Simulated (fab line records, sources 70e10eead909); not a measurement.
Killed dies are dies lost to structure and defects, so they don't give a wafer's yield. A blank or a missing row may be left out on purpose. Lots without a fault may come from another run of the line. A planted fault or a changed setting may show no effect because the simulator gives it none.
Chamber matching | flow nand_harc | NHARC_A_STAIRCASE_CMP_450 on cmp-01: 4 sister chambers
The step polishes SiO2, target thk 200 nm. 8 wafers are shown with their chamber, then 9 later ones without.

WAFERS WITH THEIR CHAMBER
wafer  | chamber | motor_current_A (A) | edge_zone_pressure_frac
L080.2 | 1       | 10.3                | 0.993
L083.3 | 0       | 11.9                | 1.004
L083.6 | 2       | 11.9                | 1.005
L086.5 | 2       | 12.6                | 1.005
L086.6 | 3       | 10.8                | 1.005
L091.3 | 3       | 11.6                | 0.999
L091.4 | 1       | 10.8                | 0.999
L091.5 | 0       | 11.4                | 0.997

WAFERS WITHOUT THEIR CHAMBER
wafer  | motor_current_A (A) | edge_zone_pressure_frac
L094.1 | 10.5                | 0.999
L094.2 | 11.1                | 0.996
L094.5 | 11.1                | 1.004
L096.2 | 11.6                | 0.997
L096.3 | 11.0                | 1.008
L096.4 | 11.9                | 1.006
L097.2 | 10.8                | 1.009
L097.3 | 12.4                | 1.009
L097.6 | 11.5                | 1.001

WHICH CHAMBER EACH WENT THROUGH
wafer  | from the rows above               | in truth
L094.1 | can't be placed: 1 or 3 or 0      | 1
L094.2 | can't be placed: 1 or 3 or 0      | 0
L094.5 | can't be placed: 3 or 0 or 1      | 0
L096.2 | can't be placed: 0 or 3 or 1 or 2 | 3
L096.3 | can't be placed: 3 or 0 or 2 or 1 | 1
L096.4 | can't be placed: 2 or 0 or 3      | 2
L097.2 | can't be placed: 3 or 0 or 2 or 1 | 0
L097.3 | can't be placed: 2 or 0           | 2
L097.6 | can't be placed: 0 or 3 or 2      | 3
Placed correctly: 0 of 9. Can't be placed from these rows: 9 (the true chamber is among the candidates in 9). Placed wrongly: 0.
How it was worked out, from the rows above alone: a wafer's distance from a chamber is the root of the sum, over the readings, of the square of ((its reading less the chamber's mean) divided by the reading's scatter). The wafer belongs to the nearest chamber; if the next one is less than 2 further off, it can't be placed. A chamber's mean is the mean of its shown wafers. The scatter: the root of (the sum of the squares of (reading less its chamber's mean) over the shown wafers, divided by (wafers less chambers)).
